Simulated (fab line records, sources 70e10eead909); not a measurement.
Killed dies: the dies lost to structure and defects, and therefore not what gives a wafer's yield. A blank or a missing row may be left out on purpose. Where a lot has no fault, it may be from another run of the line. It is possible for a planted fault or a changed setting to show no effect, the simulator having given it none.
What tool caused it? / flow nandHarc / at 1 step of a route of 1159, 24 lots with 72 wafers sampled

== WHAT THE GAUGES SHOWED, per wafer ==
NHARC_P_STI_OCD_MEAS_43.
lot=L074; measured=day 2 12:53; on=ocd-02; trenchDepthNm (nm)=297 302 299; trenchFootCdNm (nm)=157.0 157.1 160.9
lot=L075; measured=day 2 19:04; on=ocd-02; trenchDepthNm (nm)=303 306 301; trenchFootCdNm (nm)=157.7 153.6 157.4
lot=L077; measured=day 3 05:25; on=ocd-01; trenchDepthNm (nm)=296 305 299; trenchFootCdNm (nm)=158.7 155.8 156.7
lot=L076; measured=day 3 05:34; on=ocd-02; trenchDepthNm (nm)=295 301 295; trenchFootCdNm (nm)=157.5 159.3 159.2
lot=L078; measured=day 3 15:18; on=ocd-02; trenchDepthNm (nm)=301 299 307; trenchFootCdNm (nm)=159.3 159.5 157.1
lot=L079; measured=day 3 15:28; on=ocd-01; trenchDepthNm (nm)=305 298 303; trenchFootCdNm (nm)=161.0 160.9 155.6
lot=L080; measured=day 4 02:10; on=ocd-02; trenchDepthNm (nm)=306 304 302; trenchFootCdNm (nm)=151.2 154.5 157.2
lot=L081; measured=day 4 06:08; on=ocd-02; trenchDepthNm (nm)=300 302 297; trenchFootCdNm (nm)=158.4 159.7 157.2
lot=L082; measured=day 4 14:40; on=ocd-02; trenchDepthNm (nm)=303 296 300; trenchFootCdNm (nm)=158.6 159.8 162.5
lot=L083; measured=day 4 18:08; on=ocd-02; trenchDepthNm (nm)=299 300 295; trenchFootCdNm (nm)=155.9 155.9 161.3
lot=L084; measured=day 5 02:00; on=ocd-01; trenchDepthNm (nm)=302 292 300; trenchFootCdNm (nm)=163.9 159.1 159.3
lot=L085; measured=day 5 06:11; on=ocd-01; trenchDepthNm (nm)=302 305 303; trenchFootCdNm (nm)=161.7 160.1 159.9
lot=L086; measured=day 5 12:10; on=ocd-01; trenchDepthNm (nm)=301 306 306; trenchFootCdNm (nm)=157.3 156.3 155.1
lot=L087; measured=day 5 18:19; on=ocd-01; trenchDepthNm (nm)=303 305 301; trenchFootCdNm (nm)=157.1 163.4 159.2
lot=L088; measured=day 6 00:13; on=ocd-01; trenchDepthNm (nm)=303 298 304; trenchFootCdNm (nm)=161.1 160.5 155.7
lot=L089; measured=day 6 09:31; on=ocd-02; trenchDepthNm (nm)=302 303 302; trenchFootCdNm (nm)=161.8 159.1 158.2
lot=L090; measured=day 6 09:40; on=ocd-01; trenchDepthNm (nm)=308 298 308; trenchFootCdNm (nm)=157.5 161.7 158.1
lot=L091; measured=day 6 19:08; on=ocd-01; trenchDepthNm (nm)=301 302 306; trenchFootCdNm (nm)=160.6 155.8 155.8
lot=L092; measured=day 7 00:29; on=ocd-01; trenchDepthNm (nm)=304 303 303; trenchFootCdNm (nm)=158.3 160.4 161.9
lot=L093; measured=day 7 06:24; on=ocd-01; trenchDepthNm (nm)=301 301 304; trenchFootCdNm (nm)=156.0 155.4 155.0
lot=L094; measured=day 7 12:16; on=ocd-01; trenchDepthNm (nm)=298 296 303; trenchFootCdNm (nm)=160.5 160.9 158.6
lot=L095; measured=day 7 19:18; on=ocd-01; trenchDepthNm (nm)=303 297 298; trenchFootCdNm (nm)=158.6 158.5 163.0
lot=L096; measured=day 8 01:40; on=ocd-01; trenchDepthNm (nm)=293 302 293; trenchFootCdNm (nm)=158.1 154.5 160.1
lot=L097; measured=day 8 07:25; on=ocd-01; trenchDepthNm (nm)=297 296 303; trenchFootCdNm (nm)=156.8 157.5 160.2

== WHICH TOOL RAN EACH LOT (tool, then ch and the chambers of the sampled wafers, then the start) ==
Record: no process step prior to these readings.

== AS READ BY THE TOOLS THEMSELVES (means over the sampled wafers that have a number; for cases with no such wafer, the mark the record gives instead) ==
The record holds no such reading with a usual standard deviation.

== THE ANSWER, worked out from the rows above alone ==
Rule: what is usual is taken from the lots themselves. Put in order of their means at a reading, lots are off if they are a third of the lots or fewer, leave a main group of 4 or more, and stand apart from it by a gap of 3 or more times the standard deviation of the main group's means; of several such gaps the widest counts. A main group whose means are all the same, to the digits that the tables above print for the reading, isn't used. A lot without any number at a reading at which 4 lots or more have one is off too. Any other lot the step has rows for is counted as sound. The gauges are gone through in route order, then the tools' own readings, and for those a lot's mean is taken as printed above. At the first step where some lot is off, the reading lying furthest off is the one used; lots without a number count as furthest.
No lot is off on any of the readings shown, so nothing can be concluded from this.

== WHAT THE SIMULATOR HAD PUT IN ==
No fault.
